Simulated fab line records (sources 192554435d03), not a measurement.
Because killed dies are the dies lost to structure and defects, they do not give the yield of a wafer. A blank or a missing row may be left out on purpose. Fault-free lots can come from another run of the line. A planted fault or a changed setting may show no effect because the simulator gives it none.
fab line records :: flow n5_finfet :: part 2 of 2: steps 22 to 30 of 30
[record]
  lots = 5
  wafers = 15
  last_day = 18
route steps=1938 shown BEOL_M15@1828 PASS1_DEP@1831 MIM_BOT@1832 MIM_TOP@1834 MIM_TOP_LITHO@1839 MIM_TOP_ETCH@1851 MIM_BOT_LITHO@1854
lots that met no fault: taken from a fault-free run of the same line
start_h: the number of hours between the record's first day and the start of the first shown wafer of the lot :: wait_h: how many hours have passed since the lot's step before this one :: " repeats the value in the row above :: L1.1+2: a row that stands for several wafers :: - value missing, or start not given :: * or withheld: withheld :: < > ~ a bound
route shown NAME@n: a module of which the file shows steps, and the number in the route of the first :: usual: the fault-free wafers' mean and standard deviation :: same: alike in all rows :: chamber/n: place in a boat :: sites: each site's reading :: _std_site: their standard deviation :: _edge_site: mean of outer sites minus mean of inner sites :: radius_mm: how far each site lies from the wafer's centre :: mask NAME#n: copy n :: behind: the last tool/chamber to shape the wafer :: hold: cause of the lot's hold/its duration in hours/its outcome :: device: whichever transistor did not switch (one of n, p or np) :: end of line: tests of these same wafers at the route's end :: for a step that has no rows: nothing shown but its recipe :: killed: the dies lost at the first sort to structure and to defects; this is not the yield of the wafer :: map: per-die view of a wafer (x killed, . not killed, _ where there is no die)
set.NAME: setting as actually run; set.NAME@STEP: the setting as run at that earlier step :: model.NAME: the simulator's own value behind a step, which no gauge read
lots at selected steps of the route; one table per step, one row per wafer
services: a tool's chamber out of use, with start hour (start_h, from the record's first day; less than 0 if before it), hours out, and reason
[[steps]]
[step N5_MIM_TOP_LITHO_INSPECT_12]
[recipe]
  mode = adi
  inspect_instrument = macro
[usual]
  raw_defect_count = 2.3/1.4
lot.wafer: L081.3
tool: defect_inspect-01
chamber: -
start_h: 310.78
wait_h: 0.0
raw_defect_count: 3

lot.wafer: L081.5
tool: defect_inspect-01
chamber: -
start_h: 310.78
wait_h: 0.0
raw_defect_count: 2

lot.wafer: L081.6
tool: defect_inspect-01
chamber: -
start_h: 310.78
wait_h: 0.0
raw_defect_count: 2

lot.wafer: L079.2
tool: defect_inspect-02
chamber: -
start_h: 315.20
wait_h: 0.0
raw_defect_count: 0

lot.wafer: L079.3
tool: defect_inspect-02
chamber: -
start_h: 315.20
wait_h: 0.0
raw_defect_count: 2

lot.wafer: L079.4
tool: defect_inspect-02
chamber: -
start_h: 315.20
wait_h: 0.0
raw_defect_count: 0

lot.wafer: L080.2
tool: defect_inspect-02
chamber: -
start_h: 315.33
wait_h: 0.0
raw_defect_count: 1

lot.wafer: L080.4
tool: defect_inspect-02
chamber: -
start_h: 315.33
wait_h: 0.0
raw_defect_count: 0

lot.wafer: L080.6
tool: defect_inspect-02
chamber: -
start_h: 315.33
wait_h: 0.0
raw_defect_count: 2

lot.wafer: L092.3
tool: defect_inspect-01
chamber: -
start_h: 384.14
wait_h: 0.0
raw_defect_count: 5

lot.wafer: L092.4
tool: defect_inspect-01
chamber: -
start_h: 384.14
wait_h: 0.0
raw_defect_count: 1

lot.wafer: L092.6
tool: defect_inspect-01
chamber: -
start_h: 384.14
wait_h: 0.0
raw_defect_count: 4

lot.wafer: L095.1
tool: defect_inspect-02
chamber: -
start_h: 411.26
wait_h: 0.0
raw_defect_count: 2

lot.wafer: L095.3
tool: defect_inspect-02
chamber: -
start_h: 411.26
wait_h: 0.0
raw_defect_count: 2

lot.wafer: L095.4
tool: defect_inspect-02
chamber: -
start_h: 411.26
wait_h: 0.0
raw_defect_count: 3
[step N5_MIM_TOP_LITHO_DESCUM_10]
[recipe]
  chemistry = O2
  time_s = 7.9
  source_power_w = 50
  bias_power_w = 20
  pressure_mtorr = 20
  rf_frequency_hz = 2.712e+07
  temp_c = 40
  o2_flow_sccm = 225
[usual]
  drypump_motor_current_A = 5.9/0.51
  oes_product_au = 0.80/0.086
  rf_vpp_V = 243.1/1.4
  showerhead_plenum_p_Torr = 2.10/0.068
  throttle_valve_pct = 20.36/0.17
[same]
  time_s = 7.9
lot.wafer: L081.3
tool: rie_diel-06
chamber: 3
start_h: 311.03
wait_h: 0.3
drypump_motor_current_A: 6.4
oes_product_au: 0.74
rf_hours_counter_h: 184
rf_vpp_V: 244.0
showerhead_plenum_p_Torr: 2.18
throttle_valve_pct: 20.55

lot.wafer: L081.5
tool: rie_diel-06
chamber: 3
start_h: 311.03
wait_h: 0.3
drypump_motor_current_A: 6.4
oes_product_au: 0.74
rf_hours_counter_h: -
rf_vpp_V: 244.3
showerhead_plenum_p_Torr: 2.18
throttle_valve_pct: 20.56

lot.wafer: L081.6
tool: rie_diel-06
chamber: 0
start_h: 311.03
wait_h: 0.3
drypump_motor_current_A: 6.4
oes_product_au: 0.70
rf_hours_counter_h: -
rf_vpp_V: 242.3
showerhead_plenum_p_Torr: 2.07
throttle_valve_pct: 20.23

lot.wafer: L079.2
tool: rie_diel-02
chamber: 0
start_h: 315.52
wait_h: 0.3
drypump_motor_current_A: 5.8
oes_product_au: 0.68
rf_hours_counter_h: 232
rf_vpp_V: 240.7
showerhead_plenum_p_Torr: 2.00
throttle_valve_pct: 20.49

lot.wafer: L079.3
tool: rie_diel-02
chamber: 2
start_h: 315.52
wait_h: 0.3
drypump_motor_current_A: 5.8
oes_product_au: 0.92
rf_hours_counter_h: 30
rf_vpp_V: 242.2
showerhead_plenum_p_Torr: 2.04
throttle_valve_pct: 20.13

lot.wafer: L079.4
tool: rie_diel-02
chamber: 3
start_h: 315.52
wait_h: 0.3
drypump_motor_current_A: 6.8
oes_product_au: 0.91
rf_hours_counter_h: 21
rf_vpp_V: 242.1
showerhead_plenum_p_Torr: 2.03
throttle_valve_pct: 20.39

lot.wafer: L080.2
tool: rie_diel-06
chamber: 3
start_h: 315.55
wait_h: 0.2
drypump_motor_current_A: 6.4
oes_product_au: 0.74
rf_hours_counter_h: 185
rf_vpp_V: 244.9
showerhead_plenum_p_Torr: 2.18
throttle_valve_pct: 20.55

lot.wafer: L080.4
tool: rie_diel-06
chamber: 0
start_h: 315.55
wait_h: 0.2
drypump_motor_current_A: 6.4
oes_product_au: 0.71
rf_hours_counter_h: 189
rf_vpp_V: 242.1
showerhead_plenum_p_Torr: 2.07
throttle_valve_pct: 20.24

lot.wafer: L080.6
tool: rie_diel-06
chamber: 2
start_h: 315.55
wait_h: 0.2
drypump_motor_current_A: 4.9
oes_product_au: 0.96
rf_hours_counter_h: -
rf_vpp_V: 241.8
showerhead_plenum_p_Torr: 2.07
throttle_valve_pct: 20.28

lot.wafer: L092.3
tool: rie_diel-04
chamber: 1
start_h: 384.17
wait_h: 0.0
drypump_motor_current_A: 5.8
oes_product_au: 0.83
rf_hours_counter_h: 66
rf_vpp_V: 245.1
showerhead_plenum_p_Torr: 2.11
throttle_valve_pct: 20.24

lot.wafer: L092.4
tool: rie_diel-04
chamber: 0
start_h: 384.17
wait_h: 0.0
drypump_motor_current_A: 5.9
oes_product_au: 0.79
rf_hours_counter_h: 111
rf_vpp_V: 246.4
showerhead_plenum_p_Torr: 2.18
throttle_valve_pct: 20.61

lot.wafer: L092.6
tool: rie_diel-04
chamber: 1
start_h: 384.17
wait_h: 0.0
drypump_motor_current_A: 5.9
oes_product_au: 0.83
rf_hours_counter_h: -
rf_vpp_V: 242.2
showerhead_plenum_p_Torr: 2.11
throttle_valve_pct: 20.24

lot.wafer: L095.1
tool: rie_diel-02
chamber: 3
start_h: 411.29
wait_h: 0.0
drypump_motor_current_A: 6.8
oes_product_au: 0.84
rf_hours_counter_h: 57
rf_vpp_V: 241.5
showerhead_plenum_p_Torr: 2.02
throttle_valve_pct: 20.44

lot.wafer: L095.3
tool: rie_diel-02
chamber: 2
start_h: 411.29
wait_h: 0.0
drypump_motor_current_A: 5.8
oes_product_au: 0.85
rf_hours_counter_h: 64
rf_vpp_V: 243.6
showerhead_plenum_p_Torr: 2.03
throttle_valve_pct: 20.20

lot.wafer: L095.4
tool: rie_diel-02
chamber: 0
start_h: 411.29
wait_h: 0.0
drypump_motor_current_A: 5.8
oes_product_au: 0.91
rf_hours_counter_h: 10
rf_vpp_V: 242.0
showerhead_plenum_p_Torr: 1.99
throttle_valve_pct: 20.32
[step N5_MIM_TOP_ETCH_ETCH_00]
[recipe]
  chemistry = Cl2/BCl3
  target = TiN
  target_depth_a = 385
  ion_energy_ev = 150
  pressure_mtorr = 10
  icp_w = 1000
  bias_w = 126
  Cl2_flow_sccm = 53.25
  bcl3_flow_sccm = 21.75
  Ar_flow_sccm = 25
[usual]
  drypump_motor_current_A = 5.7/0.35
  oes_product_au = 0.86/0.095
  throttle_valve_pct = 22.71/0.21
lot.wafer: L081.3
tool: rie_metal-03
chamber: 0
start_h: 311.16
wait_h: 0.1
drypump_motor_current_A: 5.9
oes_product_au: 0.75
rf_hours_counter_h: -
throttle_valve_pct: 22.90

lot.wafer: L081.5
tool: rie_metal-03
chamber: 1
start_h: 311.16
wait_h: 0.1
drypump_motor_current_A: 5.3
oes_product_au: 0.92
rf_hours_counter_h: -
throttle_valve_pct: 22.83

lot.wafer: L081.6
tool: rie_metal-03
chamber: 0
start_h: 311.16
wait_h: 0.1
drypump_motor_current_A: 5.9
oes_product_au: 0.75
rf_hours_counter_h: -
throttle_valve_pct: 22.89

lot.wafer: L079.2
tool: rie_metal-03
chamber: 0
start_h: 315.61
wait_h: 0.1
drypump_motor_current_A: 5.9
oes_product_au: 0.75
rf_hours_counter_h: 42
throttle_valve_pct: 22.90

lot.wafer: L079.3
tool: rie_metal-03
chamber: 1
start_h: 315.61
wait_h: 0.1
drypump_motor_current_A: 5.3
oes_product_au: 0.92
rf_hours_counter_h: -
throttle_valve_pct: 22.82

lot.wafer: L079.4
tool: rie_metal-03
chamber: 0
start_h: 315.61
wait_h: 0.1
drypump_motor_current_A: 5.9
oes_product_au: 0.76
rf_hours_counter_h: -
throttle_valve_pct: 22.89

lot.wafer: L080.2
tool: rie_metal-01
chamber: 0
start_h: 315.67
wait_h: 0.1
drypump_motor_current_A: 6.2
oes_product_au: 0.91
rf_hours_counter_h: -
throttle_valve_pct: 22.27

lot.wafer: L080.4
tool: rie_metal-01
chamber: 0
start_h: 315.67
wait_h: 0.1
drypump_motor_current_A: 6.2
oes_product_au: 0.90
rf_hours_counter_h: -
throttle_valve_pct: 22.28

lot.wafer: L080.6
tool: rie_metal-01
chamber: 0
start_h: 315.67
wait_h: 0.1
drypump_motor_current_A: 6.2
oes_product_au: 0.91
rf_hours_counter_h: -
throttle_valve_pct: 22.27

lot.wafer: L092.3
tool: rie_metal-03
chamber: 0
start_h: 384.30
wait_h: 0.1
drypump_motor_current_A: 5.9
oes_product_au: 0.73
rf_hours_counter_h: -
throttle_valve_pct: 22.92

lot.wafer: L092.4
tool: rie_metal-03
chamber: 1
start_h: 384.30
wait_h: 0.1
drypump_motor_current_A: 5.3
oes_product_au: 0.85
rf_hours_counter_h: -
throttle_valve_pct: 22.83

lot.wafer: L092.6
tool: rie_metal-03
chamber: 0
start_h: 384.30
wait_h: 0.1
drypump_motor_current_A: 5.9
oes_product_au: 0.72
rf_hours_counter_h: -
throttle_valve_pct: 22.91

lot.wafer: L095.1
tool: rie_metal-03
chamber: 1
start_h: 411.38
wait_h: 0.1
drypump_motor_current_A: 5.3
oes_product_au: 0.84
rf_hours_counter_h: 16
throttle_valve_pct: 22.84

lot.wafer: L095.3
tool: rie_metal-03
chamber: 0
start_h: 411.38
wait_h: 0.1
drypump_motor_current_A: 5.9
oes_product_au: 0.73
rf_hours_counter_h: -
throttle_valve_pct: 22.92

lot.wafer: L095.4
tool: rie_metal-03
chamber: 1
start_h: 411.38
wait_h: 0.1
drypump_motor_current_A: 5.3
oes_product_au: 0.85
rf_hours_counter_h: -
throttle_valve_pct: 22.85
[step N5_MIM_TOP_ETCH_STRIP_01]
[recipe]
  chemistry = O2
  power_w = 600
  temp_c = 60
  pressure_mtorr = 30
  rf_frequency_hz = 6e+07
  bias_power_w = 0
  overash_fraction = 0.5
  o2_flow_sccm = 225
[usual]
  drypump_motor_current_A = 5.7/0.48
  oes_product_au = 0.80/0.075
  rf_vpp_V = 3.5/1.2
  showerhead_plenum_p_Torr = 2.08/0.061
  throttle_valve_pct = 16.60/0.21
lot.wafer: L081.3
tool: rie_diel-01
chamber: 3
start_h: 311.34
wait_h: 0.1
drypump_motor_current_A: 6.0
oes_product_au: 0.80
rf_hours_counter_h: 92
rf_vpp_V: 3.1
showerhead_plenum_p_Torr: 2.11
throttle_valve_pct: 16.59

lot.wafer: L081.5
tool: rie_diel-01
chamber: 1
start_h: 311.34
wait_h: 0.1
drypump_motor_current_A: 5.4
oes_product_au: 0.83
rf_hours_counter_h: -
rf_vpp_V: 2.9
showerhead_plenum_p_Torr: 2.05
throttle_valve_pct: 16.41

lot.wafer: L081.6
tool: rie_diel-01
chamber: 0
start_h: 311.34
wait_h: 0.1
drypump_motor_current_A: 5.5
oes_product_au: 0.84
rf_hours_counter_h: -
rf_vpp_V: 4.1
showerhead_plenum_p_Torr: 2.03
throttle_valve_pct: 16.44

lot.wafer: L079.2
tool: rie_diel-05
chamber: 1
start_h: 315.78
wait_h: 0.1
drypump_motor_current_A: 6.0
oes_product_au: 0.93
rf_hours_counter_h: 23
rf_vpp_V: 2.5
showerhead_plenum_p_Torr: 2.14
throttle_valve_pct: 16.20

lot.wafer: L079.3
tool: rie_diel-05
chamber: 3
start_h: 315.78
wait_h: 0.1
drypump_motor_current_A: 5.8
oes_product_au: 0.70
rf_hours_counter_h: 240
rf_vpp_V: 4.8
showerhead_plenum_p_Torr: 2.17
throttle_valve_pct: 17.18

lot.wafer: L079.4
tool: rie_diel-05
chamber: 2
start_h: 315.78
wait_h: 0.1
drypump_motor_current_A: 5.0
oes_product_au: 0.79
rf_hours_counter_h: 109
rf_vpp_V: 2.7
showerhead_plenum_p_Torr: 2.01
throttle_valve_pct: 16.66

lot.wafer: L080.2
tool: rie_diel-05
chamber: 0
start_h: 315.98
wait_h: 0.3
drypump_motor_current_A: 5.1
oes_product_au: 0.68
rf_hours_counter_h: 226
rf_vpp_V: 1.9
showerhead_plenum_p_Torr: 2.00
throttle_valve_pct: 16.79

lot.wafer: L080.4
tool: rie_diel-05
chamber: 1
start_h: 315.98
wait_h: 0.3
drypump_motor_current_A: 6.0
oes_product_au: 0.94
rf_hours_counter_h: 23
rf_vpp_V: 4.8
showerhead_plenum_p_Torr: 2.14
throttle_valve_pct: 16.21

lot.wafer: L080.6
tool: rie_diel-05
chamber: 3
start_h: 315.98
wait_h: 0.3
drypump_motor_current_A: 5.8
oes_product_au: 0.69
rf_hours_counter_h: -
rf_vpp_V: 3.6
showerhead_plenum_p_Torr: 2.17
throttle_valve_pct: 17.16

lot.wafer: L092.3
tool: rie_diel-01
chamber: 2
start_h: 384.40
wait_h: 0.1
drypump_motor_current_A: 5.2
oes_product_au: 0.85
rf_hours_counter_h: 83
rf_vpp_V: 3.3
showerhead_plenum_p_Torr: 2.04
throttle_valve_pct: 16.51

lot.wafer: L092.4
tool: rie_diel-01
chamber: 1
start_h: 384.40
wait_h: 0.1
drypump_motor_current_A: 5.4
oes_product_au: 0.80
rf_hours_counter_h: 95
rf_vpp_V: 3.6
showerhead_plenum_p_Torr: 2.04
throttle_valve_pct: 16.41

lot.wafer: L092.6
tool: rie_diel-01
chamber: 1
start_h: 384.40
wait_h: 0.1
drypump_motor_current_A: 5.4
oes_product_au: 0.80
rf_hours_counter_h: -
rf_vpp_V: 4.1
showerhead_plenum_p_Torr: 2.04
throttle_valve_pct: 16.42

lot.wafer: L095.1
tool: rie_diel-01
chamber: 2
start_h: 411.52
wait_h: 0.1
drypump_motor_current_A: 5.2
oes_product_au: 0.81
rf_hours_counter_h: 90
rf_vpp_V: 0.8
showerhead_plenum_p_Torr: 2.04
throttle_valve_pct: 16.60

lot.wafer: L095.3
tool: rie_diel-01
chamber: 1
start_h: 411.52
wait_h: 0.1
drypump_motor_current_A: 5.4
oes_product_au: 0.78
rf_hours_counter_h: 103
rf_vpp_V: 3.9
showerhead_plenum_p_Torr: 2.04
throttle_valve_pct: 16.42

lot.wafer: L095.4
tool: rie_diel-01
chamber: 3
start_h: 411.52
wait_h: 0.1
drypump_motor_current_A: 6.0
oes_product_au: 0.78
rf_hours_counter_h: 121
rf_vpp_V: 4.6
showerhead_plenum_p_Torr: 2.10
throttle_valve_pct: 16.62
[step N5_MIM_TOP_ETCH_PECVD_03]
[recipe]
  material = SiNx
  target_thk_a = 200
  temp_c = 400
  precursor = SiH4/NH3/N2
  pressure_torr = 1.5
  rf_w = 300
  time_s = 17.6
[usual]
  heater_power_w = 792/92
  showerhead_plenum_p_Torr = 5.14/0.062
  throttle_valve_pct = 39.6/1.7
[same]
  time_s = 17.6
lot.wafer: L081.3
tool: pecvd-04
chamber: 1
start_h: 311.40
wait_h: -
heater_power_w: 804
showerhead_plenum_p_Torr: 5.07
throttle_valve_pct: 40.6

lot.wafer: L081.5
tool: pecvd-04
chamber: 2
start_h: 311.40
wait_h: -
heater_power_w: 871
showerhead_plenum_p_Torr: 5.12
throttle_valve_pct: 36.6

lot.wafer: L081.6
tool: pecvd-04
chamber: 1
start_h: 311.40
wait_h: -
heater_power_w: 780
showerhead_plenum_p_Torr: 5.07
throttle_valve_pct: 40.9

lot.wafer: L079.2
tool: pecvd-01
chamber: 2
start_h: 315.84
wait_h: -
heater_power_w: 701
showerhead_plenum_p_Torr: 5.21
throttle_valve_pct: 39.9

lot.wafer: L079.3
tool: pecvd-01
chamber: 1
start_h: 315.84
wait_h: -
heater_power_w: 827
showerhead_plenum_p_Torr: 5.14
throttle_valve_pct: 39.7

lot.wafer: L079.4
tool: pecvd-01
chamber: 2
start_h: 315.84
wait_h: -
heater_power_w: 714
showerhead_plenum_p_Torr: 5.21
throttle_valve_pct: 40.0

lot.wafer: L080.2
tool: pecvd-01
chamber: 1
start_h: 316.04
wait_h: -
heater_power_w: 863
showerhead_plenum_p_Torr: 5.12
throttle_valve_pct: 39.6

lot.wafer: L080.4
tool: pecvd-01
chamber: 2
start_h: 316.04
wait_h: -
heater_power_w: 754
showerhead_plenum_p_Torr: 5.21
throttle_valve_pct: 39.9

lot.wafer: L080.6
tool: pecvd-01
chamber: 1
start_h: 316.04
wait_h: -
heater_power_w: 867
showerhead_plenum_p_Torr: 5.12
throttle_valve_pct: 39.6

lot.wafer: L092.3
tool: pecvd-04
chamber: 2
start_h: 384.46
wait_h: -
heater_power_w: 847
showerhead_plenum_p_Torr: 5.13
throttle_valve_pct: 36.5

lot.wafer: L092.4
tool: pecvd-04
chamber: 0
start_h: 384.46
wait_h: -
heater_power_w: 883
showerhead_plenum_p_Torr: 5.13
throttle_valve_pct: 40.7

lot.wafer: L092.6
tool: pecvd-04
chamber: 2
start_h: 384.46
wait_h: -
heater_power_w: 864
showerhead_plenum_p_Torr: 5.12
throttle_valve_pct: 37.0

lot.wafer: L095.1
tool: pecvd-03
chamber: 0
start_h: 411.58
wait_h: -
heater_power_w: 801
showerhead_plenum_p_Torr: 5.34
throttle_valve_pct: 37.7

lot.wafer: L095.3
tool: pecvd-03
chamber: 2
start_h: 411.58
wait_h: -
heater_power_w: 664
showerhead_plenum_p_Torr: 5.20
throttle_valve_pct: 38.3

lot.wafer: L095.4
tool: pecvd-03
chamber: 1
start_h: 411.58
wait_h: -
heater_power_w: 824
showerhead_plenum_p_Torr: 5.12
throttle_valve_pct: 43.0
[step N5_MIM_BOT_LITHO_HMDS_01]
[recipe]
  time_s = 60
  temp_c = 120
[same]
  time_s = 60
lot.wafer: L081.3+5+6
tool: litho_track-05
chamber: 0
start_h: 311.47
wait_h: 0.1

lot.wafer: L079.2+3+4
tool: litho_track-01
chamber: 0
start_h: 315.92
wait_h: 0.0

lot.wafer: L080.2+4+6
tool: litho_track-01
chamber: 0
start_h: 316.12
wait_h: 0.0

lot.wafer: L092.3+4+6
tool: litho_track-02
chamber: 0
start_h: 384.54
wait_h: 0.1

lot.wafer: L095.1+3+4
tool: litho_track-02
chamber: 0
start_h: 411.66
wait_h: 0.0
[step N5_MIM_BOT_LITHO_COAT_02]
[recipe]
  spin_rpm = *
  resist_thk_nm = *
[usual]
  dispense_pressure_kPa = 47.5/2.1
  spin_speed_rpm = *
lot.wafer: L081.3
tool: litho_track-05
chamber: 0
start_h: -
wait_h: -
dispense_pressure_kPa: 49.4
spin_speed_rpm: *

lot.wafer: L081.5
tool: litho_track-05
chamber: 0
start_h: -
wait_h: -
dispense_pressure_kPa: 49.3
spin_speed_rpm: *

lot.wafer: L081.6
tool: litho_track-05
chamber: 0
start_h: -
wait_h: -
dispense_pressure_kPa: 49.3
spin_speed_rpm: *

lot.wafer: L079.2
tool: litho_track-01
chamber: 0
start_h: -
wait_h: -
dispense_pressure_kPa: 50.5
spin_speed_rpm: *

lot.wafer: L079.3
tool: litho_track-01
chamber: 0
start_h: -
wait_h: -
dispense_pressure_kPa: 50.5
spin_speed_rpm: *

lot.wafer: L079.4
tool: litho_track-01
chamber: 0
start_h: -
wait_h: -
dispense_pressure_kPa: 50.5
spin_speed_rpm: *

lot.wafer: L080.2
tool: litho_track-01
chamber: 0
start_h: -
wait_h: -
dispense_pressure_kPa: 50.5
spin_speed_rpm: *

lot.wafer: L080.4
tool: litho_track-01
chamber: 0
start_h: -
wait_h: -
dispense_pressure_kPa: 50.5
spin_speed_rpm: *

lot.wafer: L080.6
tool: litho_track-01
chamber: 0
start_h: -
wait_h: -
dispense_pressure_kPa: 50.5
spin_speed_rpm: *

lot.wafer: L092.3
tool: litho_track-02
chamber: 0
start_h: -
wait_h: -
dispense_pressure_kPa: 45.7
spin_speed_rpm: *

lot.wafer: L092.4
tool: litho_track-02
chamber: 0
start_h: -
wait_h: -
dispense_pressure_kPa: 45.7
spin_speed_rpm: *

lot.wafer: L092.6
tool: litho_track-02
chamber: 0
start_h: -
wait_h: -
dispense_pressure_kPa: 45.6
spin_speed_rpm: *

lot.wafer: L095.1
tool: litho_track-02
chamber: 0
start_h: -
wait_h: -
dispense_pressure_kPa: 45.7
spin_speed_rpm: *

lot.wafer: L095.3
tool: litho_track-02
chamber: 0
start_h: -
wait_h: -
dispense_pressure_kPa: 45.7
spin_speed_rpm: *

lot.wafer: L095.4
tool: litho_track-02
chamber: 0
start_h: -
wait_h: -
dispense_pressure_kPa: 45.7
spin_speed_rpm: *
[step N5_MIM_BOT_LITHO_EBR_04]
[recipe]
  solvent = PGMEA
  ebr_width_mm = 1.5
lot.wafer: L081.3+5+6
tool: litho_track-05
chamber: 0
start_h: -
wait_h: -

lot.wafer: L079.2+3+4
tool: litho_track-01
chamber: 0
start_h: -
wait_h: -

lot.wafer: L080.2+4+6
tool: litho_track-01
chamber: 0
start_h: -
wait_h: -

lot.wafer: L092.3+4+6
tool: litho_track-02
chamber: 0
start_h: -
wait_h: -

lot.wafer: L095.1+3+4
tool: litho_track-02
chamber: 0
start_h: -
wait_h: -
[step N5_MIM_BOT_LITHO_SOFTBAKE_03]
[recipe]
  temp_c = 100
  time_s = 90
[same]
  time_s = 90
lot.wafer: L081.3+5+6
tool: litho_track-05
chamber: 0
start_h: -
wait_h: -

lot.wafer: L079.2+3+4
tool: litho_track-01
chamber: 0
start_h: -
wait_h: -

lot.wafer: L080.2+4+6
tool: litho_track-01
chamber: 0
start_h: -
wait_h: -

lot.wafer: L092.3+4+6
tool: litho_track-02
chamber: 0
start_h: -
wait_h: -

lot.wafer: L095.1+3+4
tool: litho_track-02
chamber: 0
start_h: -
wait_h: -
[[services]]
tool: ald_hk-02
chamber: -
start_h: 292.04
hours: 6.0
kind: pm

tool: pecvd-03
chamber: -
start_h: 307.84
hours: 0.5
kind: repair

tool: rie_metal-01
chamber: 1
start_h: 313.16
hours: 2.2
kind: repair

tool: pecvd-03
chamber: 0
start_h: 320.29
hours: 13.8
kind: repair

tool: ald_hk-02
chamber: -
start_h: 320.51
hours: 0.8
kind: repair

tool: ald_hk-02
chamber: -
start_h: 327.30
hours: 2.8
kind: pm

tool: ald_hk-01
chamber: -
start_h: 331.19
hours: 1.1
kind: repair

tool: pecvd-02
chamber: -
start_h: 332.83
hours: 0.4
kind: repair

tool: pecvd-01
chamber: -
start_h: 333.72
hours: 1.4
kind: repair

tool: pvd_sputter-02
chamber: -
start_h: 339.91
hours: 4.3
kind: repair

tool: rie_diel-01
chamber: 0
start_h: 339.95
hours: 5.7
kind: repair

tool: ald_hk-01
chamber: -
start_h: 342.01
hours: 2.8
kind: pm

tool: rie_diel-01
chamber: -
start_h: 359.56
hours: 0.5
kind: repair

tool: rie_diel-04
chamber: 2
start_h: 365.46
hours: 5.0
kind: repair

tool: rie_diel-04
chamber: -
start_h: 376.07
hours: 3.0
kind: repair

tool: rie_metal-03
chamber: -
start_h: 378.13
hours: 2.1
kind: repair

tool: pvd_sputter-03
chamber: -
start_h: 380.55
hours: 4.1
kind: repair

tool: rie_diel-01
chamber: -
start_h: 382.50
hours: 0.2
kind: repair

tool: pecvd-01
chamber: 2
start_h: 383.68
hours: 6.4
kind: repair

tool: rie_diel-05
chamber: 0
start_h: 385.16
hours: 3.4
kind: repair

tool: ald_hk-02
chamber: -
start_h: 386.39
hours: 0.8
kind: repair

tool: pecvd-02
chamber: -
start_h: 387.42
hours: 0.9
kind: repair

tool: krf_scanner-02
chamber: -
start_h: 387.51
hours: 1.0
kind: pm

tool: rie_diel-06
chamber: 2
start_h: 398.58
hours: 13.6
kind: repair
